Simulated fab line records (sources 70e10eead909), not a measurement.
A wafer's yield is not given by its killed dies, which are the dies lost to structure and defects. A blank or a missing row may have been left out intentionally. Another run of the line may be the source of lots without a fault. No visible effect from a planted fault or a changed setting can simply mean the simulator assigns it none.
Which tool did it? || flow nand harc || 45 wafers from 15 lots sampled at 4 of the route's 1159 steps

## WHAT EACH GAUGE READ, for each wafer
NHARC_P_STI_OCD_MEAS_43. Usual: trench depth nm 301 nm, standard deviation 4.2; trench foot cd nm 156.4 nm, standard deviation 2.5.
{"lot": "L774", "measured": "day 2 15:11", "on": "ocd-01", "trench depth nm (nm)": "310 308 308", "trench foot cd nm (nm)": "155.0 157.2 159.3", "flag": ""}
{"lot": "L775", "measured": "day 3 00:17", "on": "ocd-01", "trench depth nm (nm)": "302 308 306", "trench foot cd nm (nm)": "159.1 155.6 156.4", "flag": ""}
{"lot": "L776", "measured": "day 3 08:19", "on": "ocd-01", "trench depth nm (nm)": "307 308 307", "trench foot cd nm (nm)": "159.8 158.3 156.1", "flag": ""}
{"lot": "L777", "measured": "day 3 11:56", "on": "ocd-01", "trench depth nm (nm)": "294 307 295", "trench foot cd nm (nm)": "155.1 153.5 154.7", "flag": ""}
{"lot": "L778", "measured": "day 3 18:09", "on": "ocd-01", "trench depth nm (nm)": "301 297 301", "trench foot cd nm (nm)": "153.9 156.3 158.0", "flag": ""}
{"lot": "L779", "measured": "day 4 05:22", "on": "ocd-01", "trench depth nm (nm)": "309 302 300", "trench foot cd nm (nm)": "157.6 157.7 157.5", "flag": ""}
{"lot": "L782", "measured": "day 4 16:14", "on": "ocd-01", "trench depth nm (nm)": "290 301 299", "trench foot cd nm (nm)": "159.7 151.1 153.9", "flag": ""}
{"lot": "L783", "measured": "day 5 01:51", "on": "ocd-02", "trench depth nm (nm)": "303 308 300", "trench foot cd nm (nm)": "151.9 152.9 153.3", "flag": ""}
{"lot": "L784", "measured": "day 5 06:08", "on": "ocd-02", "trench depth nm (nm)": "295 304 301", "trench foot cd nm (nm)": "149.9 152.2 154.2", "flag": ""}
{"lot": "L785", "measured": "day 5 14:12", "on": "ocd-02", "trench depth nm (nm)": "297 298 307", "trench foot cd nm (nm)": "159.7 159.7 154.2", "flag": ""}
{"lot": "L787", "measured": "day 5 21:28", "on": "ocd-02", "trench depth nm (nm)": "301 298 302", "trench foot cd nm (nm)": "159.9 158.6 159.7", "flag": ""}
{"lot": "L796", "measured": "day 8 07:56", "on": "ocd-02", "trench depth nm (nm)": "301 299 304", "trench foot cd nm (nm)": "155.0 156.3 152.7", "flag": ""}

## EACH LOT AND THE TOOL THAT RAN IT (in order: tool; ch and the chambers of the sampled wafers; start)
{"lot": "L774", "NHARC_P_ZERO_WELL_EXPOSE_08": "krf scanner-01 ch 0, day 1 19:08", "NHARC_P_ZERO_WELL_DESCUM_13": "rie diel-06 ch 0,2, day 1 19:26", "NHARC_P_STI_DESCUM_14": "rie diel-11 ch 0,2,3, day 2 14:08"}
{"lot": "L775", "NHARC_P_ZERO_WELL_EXPOSE_08": "krf scanner-02 ch 0, day 2 01:12", "NHARC_P_ZERO_WELL_DESCUM_13": "rie diel-06 ch 2,3, day 2 01:31", "NHARC_P_STI_DESCUM_14": "rie diel-10 ch 2,3, day 2 23:16"}
{"lot": "L776", "NHARC_P_ZERO_WELL_EXPOSE_08": "krf scanner-04 ch 0, day 2 07:05", "NHARC_P_ZERO_WELL_DESCUM_13": "rie diel-06 ch 1,2, day 2 07:26", "NHARC_P_STI_DESCUM_14": "rie diel-11 ch 0,1, day 3 07:16"}
{"lot": "L777", "NHARC_P_ZERO_WELL_EXPOSE_08": "krf scanner-01 ch 0, day 2 13:06", "NHARC_P_ZERO_WELL_DESCUM_13": "rie diel-06 ch 0,2,3, day 2 13:25", "NHARC_P_STI_DESCUM_14": "rie diel-10 ch 1,2,3, day 3 10:51"}
{"lot": "L778", "NHARC_P_ZERO_WELL_EXPOSE_08": "krf scanner-02 ch 0, day 2 19:05", "NHARC_P_ZERO_WELL_DESCUM_13": "rie diel-06 ch 0,1,2, day 2 19:25", "NHARC_P_STI_DESCUM_14": "rie diel-04 ch 0,2,3, day 3 17:07"}
{"lot": "L779", "NHARC_P_ZERO_WELL_EXPOSE_08": "krf scanner-04 ch 0, day 3 01:05", "NHARC_P_ZERO_WELL_DESCUM_13": "rie diel-06 ch 1,3, day 3 01:24", "NHARC_P_STI_DESCUM_14": "rie diel-04 ch 1,2,3, day 4 04:20"}
{"lot": "L782", "NHARC_P_ZERO_WELL_EXPOSE_08": "krf scanner-01 ch 0, day 3 19:05", "NHARC_P_ZERO_WELL_DESCUM_13": "rie diel-12 ch 0,1,3, day 3 19:25", "NHARC_P_STI_DESCUM_14": "rie diel-10 ch 1,2,3, day 4 15:13"}
{"lot": "L783", "NHARC_P_ZERO_WELL_EXPOSE_08": "krf scanner-02 ch 0, day 4 01:08", "NHARC_P_ZERO_WELL_DESCUM_13": "rie diel-12 ch 2,3, day 4 01:27", "NHARC_P_STI_DESCUM_14": "rie diel-04 ch 0,2,3, day 5 00:50"}
{"lot": "L784", "NHARC_P_ZERO_WELL_EXPOSE_08": "krf scanner-01 ch 0, day 4 07:05", "NHARC_P_ZERO_WELL_DESCUM_13": "rie diel-05 ch 0,1,3, day 4 07:25", "NHARC_P_STI_DESCUM_14": "rie diel-11 ch 0,2,3, day 5 05:05"}
{"lot": "L785", "NHARC_P_ZERO_WELL_EXPOSE_08": "krf scanner-04 ch 0, day 4 13:06", "NHARC_P_ZERO_WELL_DESCUM_13": "rie diel-12 ch 2,3, day 4 13:25", "NHARC_P_STI_DESCUM_14": "rie diel-11 ch 0,1,3, day 5 13:11"}
{"lot": "L787", "NHARC_P_ZERO_WELL_EXPOSE_08": "krf scanner-04 ch 0, day 5 01:14", "NHARC_P_ZERO_WELL_DESCUM_13": "rie diel-05 ch 1,2,3, day 5 01:34", "NHARC_P_STI_DESCUM_14": "rie diel-11 ch 0,2, day 5 20:26"}
{"lot": "L790", "NHARC_P_ZERO_WELL_EXPOSE_08": "krf scanner-04, day 5 19:25", "NHARC_P_ZERO_WELL_DESCUM_13": "rie diel-12 ch 0,1,2, day 5 19:44", "NHARC_P_STI_DESCUM_14": "-"}
{"lot": "L791", "NHARC_P_ZERO_WELL_EXPOSE_08": "krf scanner-01, day 6 01:17", "NHARC_P_ZERO_WELL_DESCUM_13": "rie diel-05 ch 1,2,3, day 6 01:35", "NHARC_P_STI_DESCUM_14": "-"}
{"lot": "L792", "NHARC_P_ZERO_WELL_EXPOSE_08": "krf scanner-01, day 6 06:58", "NHARC_P_ZERO_WELL_DESCUM_13": "rie diel-12 ch 1,2,3, day 6 07:17", "NHARC_P_STI_DESCUM_14": "-"}
{"lot": "L796", "NHARC_P_ZERO_WELL_EXPOSE_08": "krf scanner-02 ch 0, day 7 07:09", "NHARC_P_ZERO_WELL_DESCUM_13": "rie diel-05 ch 0,1,2, day 7 07:28", "NHARC_P_STI_DESCUM_14": "rie diel-10 ch 0,1,3, day 8 06:54"}
- NHARC_P_ZERO_WELL_EXPOSE_08: exposes mask P ZERO, target cd 500 nm.
- NHARC_P_ZERO_WELL_DESCUM_13: chemistry O2, time 3 s.
- NHARC_P_STI_DESCUM_14: chemistry O2, time 3 s.

## WHAT THE TOOLS THEMSELVES READ (means of the sampled wafers that have a number; where no wafer has one, the mark that the record gives instead)
NHARC_P_ZERO_WELL_EXPOSE_08. Usual: exposure dose mJ cm2 33.78, standard deviation 0.041; focus offset nm 0.1 nm, standard deviation 0.55.
{"lot": "L774", "tool": "krf scanner-01", "exposure dose mJ cm2": 33.75, "focus offset nm (nm)": -0.3, "flag": ""}
{"lot": "L775", "tool": "krf scanner-02", "exposure dose mJ cm2": 33.77, "focus offset nm (nm)": 0.3, "flag": ""}
{"lot": "L776", "tool": "krf scanner-04", "exposure dose mJ cm2": 33.84, "focus offset nm (nm)": -0.1, "flag": ""}
{"lot": "L777", "tool": "krf scanner-01", "exposure dose mJ cm2": 33.81, "focus offset nm (nm)": 0.6, "flag": ""}
{"lot": "L778", "tool": "krf scanner-02", "exposure dose mJ cm2": 33.78, "focus offset nm (nm)": 0.4, "flag": ""}
{"lot": "L779", "tool": "krf scanner-04", "exposure dose mJ cm2": 33.81, "focus offset nm (nm)": -0.2, "flag": ""}
{"lot": "L782", "tool": "krf scanner-01", "exposure dose mJ cm2": 33.80, "focus offset nm (nm)": 0.5, "flag": ""}
{"lot": "L783", "tool": "krf scanner-02", "exposure dose mJ cm2": 33.76, "focus offset nm (nm)": 0.1, "flag": ""}
{"lot": "L784", "tool": "krf scanner-01", "exposure dose mJ cm2": 33.75, "focus offset nm (nm)": 0.7, "flag": ""}
{"lot": "L785", "tool": "krf scanner-04", "exposure dose mJ cm2": 33.83, "focus offset nm (nm)": -0.2, "flag": ""}
{"lot": "L787", "tool": "krf scanner-04", "exposure dose mJ cm2": 33.82, "focus offset nm (nm)": 0.3, "flag": ""}
{"lot": "L790", "tool": "krf scanner-04", "exposure dose mJ cm2": "-", "focus offset nm (nm)": "-", "flag": "OFF"}
{"lot": "L791", "tool": "krf scanner-01", "exposure dose mJ cm2": "-", "focus offset nm (nm)": "-", "flag": "OFF"}
{"lot": "L792", "tool": "krf scanner-01", "exposure dose mJ cm2": "-", "focus offset nm (nm)": "-", "flag": "OFF"}
{"lot": "L796", "tool": "krf scanner-02", "exposure dose mJ cm2": 33.80, "focus offset nm (nm)": -0.4, "flag": ""}

NHARC_P_ZERO_WELL_DESCUM_13. Usual: drypump motor current A 5.6 A, standard deviation 0.59; oes product au 0.997 a.u., standard deviation 0.01; rf vpp V 57.5 V, standard deviation 0.82; showerhead plenum p Torr 1.85 Torr, standard deviation 0.064; throttle valve pct 11.311 %, standard deviation 0.0098.
{"lot": "L774", "tool": "rie diel-06", "drypump motor current A (A)": 5.8, "oes product au (a.u.)": 1.013, "rf vpp V (V)": 57.7, "showerhead plenum p Torr (Torr)": 1.84, "throttle valve pct (%)": 11.310, "flag": ""}
{"lot": "L775", "tool": "rie diel-06", "drypump motor current A (A)": 5.4, "oes product au (a.u.)": 1.002, "rf vpp V (V)": 57.6, "showerhead plenum p Torr (Torr)": 1.88, "throttle valve pct (%)": 11.298, "flag": ""}
{"lot": "L776", "tool": "rie diel-06", "drypump motor current A (A)": 6.1, "oes product au (a.u.)": 1.006, "rf vpp V (V)": 57.1, "showerhead plenum p Torr (Torr)": 1.81, "throttle valve pct (%)": 11.319, "flag": ""}
{"lot": "L777", "tool": "rie diel-06", "drypump motor current A (A)": 5.4, "oes product au (a.u.)": 1.007, "rf vpp V (V)": 58.2, "showerhead plenum p Torr (Torr)": 1.90, "throttle valve pct (%)": 11.316, "flag": ""}
{"lot": "L778", "tool": "rie diel-06", "drypump motor current A (A)": 5.9, "oes product au (a.u.)": 1.002, "rf vpp V (V)": 57.6, "showerhead plenum p Torr (Torr)": 1.83, "throttle valve pct (%)": 11.312, "flag": ""}
{"lot": "L779", "tool": "rie diel-06", "drypump motor current A (A)": 5.2, "oes product au (a.u.)": 0.999, "rf vpp V (V)": 57.2, "showerhead plenum p Torr (Torr)": 1.93, "throttle valve pct (%)": 11.308, "flag": ""}
{"lot": "L782", "tool": "rie diel-12", "drypump motor current A (A)": 5.3, "oes product au (a.u.)": 0.987, "rf vpp V (V)": 56.9, "showerhead plenum p Torr (Torr)": 1.84, "throttle valve pct (%)": 11.309, "flag": ""}
{"lot": "L783", "tool": "rie diel-12", "drypump motor current A (A)": 6.0, "oes product au (a.u.)": 0.997, "rf vpp V (V)": 57.9, "showerhead plenum p Torr (Torr)": 1.79, "throttle valve pct (%)": 11.313, "flag": ""}
{"lot": "L784", "tool": "rie diel-05", "drypump motor current A (A)": 5.4, "oes product au (a.u.)": 0.997, "rf vpp V (V)": 57.5, "showerhead plenum p Torr (Torr)": 1.85, "throttle valve pct (%)": 11.309, "flag": ""}
{"lot": "L785", "tool": "rie diel-12", "drypump motor current A (A)": 5.6, "oes product au (a.u.)": 0.990, "rf vpp V (V)": 57.4, "showerhead plenum p Torr (Torr)": 1.80, "throttle valve pct (%)": 11.302, "flag": ""}
{"lot": "L787", "tool": "rie diel-05", "drypump motor current A (A)": 5.5, "oes product au (a.u.)": 0.987, "rf vpp V (V)": 57.2, "showerhead plenum p Torr (Torr)": 1.87, "throttle valve pct (%)": 11.304, "flag": ""}
{"lot": "L790", "tool": "rie diel-12", "drypump motor current A (A)": 5.7, "oes product au (a.u.)": 1.003, "rf vpp V (V)": 57.8, "showerhead plenum p Torr (Torr)": 1.83, "throttle valve pct (%)": 11.313, "flag": ""}
{"lot": "L791", "tool": "rie diel-05", "drypump motor current A (A)": 5.5, "oes product au (a.u.)": 0.991, "rf vpp V (V)": 58.0, "showerhead plenum p Torr (Torr)": 1.87, "throttle valve pct (%)": 11.314, "flag": ""}
{"lot": "L792", "tool": "rie diel-12", "drypump motor current A (A)": 5.5, "oes product au (a.u.)": 1.004, "rf vpp V (V)": 57.8, "showerhead plenum p Torr (Torr)": 1.83, "throttle valve pct (%)": 11.313, "flag": ""}
{"lot": "L796", "tool": "rie diel-05", "drypump motor current A (A)": 5.2, "oes product au (a.u.)": 0.991, "rf vpp V (V)": 58.9, "showerhead plenum p Torr (Torr)": 1.89, "throttle valve pct (%)": 11.307, "flag": ""}

NHARC_P_STI_DESCUM_14. Usual: drypump motor current A 5.6 A, standard deviation 0.41; oes product au 0.998 a.u., standard deviation 0.013; rf vpp V 57.9 V, standard deviation 0.95; showerhead plenum p Torr 1.92 Torr, standard deviation 0.098; throttle valve pct 11.311 %, standard deviation 0.0087.
{"lot": "L774", "tool": "rie diel-11", "drypump motor current A (A)": 5.7, "oes product au (a.u.)": 0.998, "rf vpp V (V)": 57.6, "showerhead plenum p Torr (Torr)": 1.88, "throttle valve pct (%)": 11.317, "flag": ""}
{"lot": "L775", "tool": "rie diel-10", "drypump motor current A (A)": 6.0, "oes product au (a.u.)": 0.980, "rf vpp V (V)": 58.0, "showerhead plenum p Torr (Torr)": 2.00, "throttle valve pct (%)": 11.311, "flag": ""}
{"lot": "L776", "tool": "rie diel-11", "drypump motor current A (A)": 5.6, "oes product au (a.u.)": 1.008, "rf vpp V (V)": 57.1, "showerhead plenum p Torr (Torr)": 1.84, "throttle valve pct (%)": 11.317, "flag": ""}
{"lot": "L777", "tool": "rie diel-10", "drypump motor current A (A)": 5.7, "oes product au (a.u.)": 0.990, "rf vpp V (V)": 58.0, "showerhead plenum p Torr (Torr)": 2.00, "throttle valve pct (%)": 11.308, "flag": ""}
{"lot": "L778", "tool": "rie diel-04", "drypump motor current A (A)": 5.5, "oes product au (a.u.)": 0.999, "rf vpp V (V)": 58.1, "showerhead plenum p Torr (Torr)": 1.93, "throttle valve pct (%)": 11.313, "flag": ""}
{"lot": "L779", "tool": "rie diel-04", "drypump motor current A (A)": 5.7, "oes product au (a.u.)": 0.998, "rf vpp V (V)": 57.7, "showerhead plenum p Torr (Torr)": 1.86, "throttle valve pct (%)": 11.310, "flag": ""}
{"lot": "L782", "tool": "rie diel-10", "drypump motor current A (A)": 5.7, "oes product au (a.u.)": 0.989, "rf vpp V (V)": 58.5, "showerhead plenum p Torr (Torr)": 2.00, "throttle valve pct (%)": 11.318, "flag": ""}
{"lot": "L783", "tool": "rie diel-04", "drypump motor current A (A)": 5.5, "oes product au (a.u.)": 1.001, "rf vpp V (V)": 58.1, "showerhead plenum p Torr (Torr)": 1.93, "throttle valve pct (%)": 11.315, "flag": ""}
{"lot": "L784", "tool": "rie diel-11", "drypump motor current A (A)": 5.8, "oes product au (a.u.)": 1.003, "rf vpp V (V)": 57.8, "showerhead plenum p Torr (Torr)": 1.88, "throttle valve pct (%)": 11.300, "flag": ""}
{"lot": "L785", "tool": "rie diel-11", "drypump motor current A (A)": 5.7, "oes product au (a.u.)": 1.004, "rf vpp V (V)": 57.8, "showerhead plenum p Torr (Torr)": 1.92, "throttle valve pct (%)": 11.317, "flag": ""}
{"lot": "L787", "tool": "rie diel-11", "drypump motor current A (A)": 5.6, "oes product au (a.u.)": 1.007, "rf vpp V (V)": 56.8, "showerhead plenum p Torr (Torr)": 1.80, "throttle valve pct (%)": 11.313, "flag": ""}
{"lot": "L796", "tool": "rie diel-10", "drypump motor current A (A)": 5.4, "oes product au (a.u.)": 0.989, "rf vpp V (V)": 58.1, "showerhead plenum p Torr (Torr)": 1.93, "throttle valve pct (%)": 11.304, "flag": ""}

## THE ANSWER, worked out from the rows above alone
Rule: lot off if the mean of its wafers having a number is beyond 3 standard deviations from the usual mean. A lot without any number at a reading at which 4 lots or more have one is off too. All remaining lots with rows at the step are treated as sound. After the gauges, taken in route order, come the tools' own readings; for these a lot's mean is taken, as printed above. The first step at which some lot is off is used, and at that step the reading that is off furthest; a lot without a number counts as furthest.
Off, at NHARC_P_ZERO_WELL_EXPOSE_08 on exposure dose mJ cm2: L790, L791, L792. Without a number there: L790, L791, L792.
If a tool, at that step or one of the process steps before it, ran each lot that is off and ran no sound lot following the first of them, it fits. None of those tried fits.

## WHAT THE SIMULATOR PUT IN
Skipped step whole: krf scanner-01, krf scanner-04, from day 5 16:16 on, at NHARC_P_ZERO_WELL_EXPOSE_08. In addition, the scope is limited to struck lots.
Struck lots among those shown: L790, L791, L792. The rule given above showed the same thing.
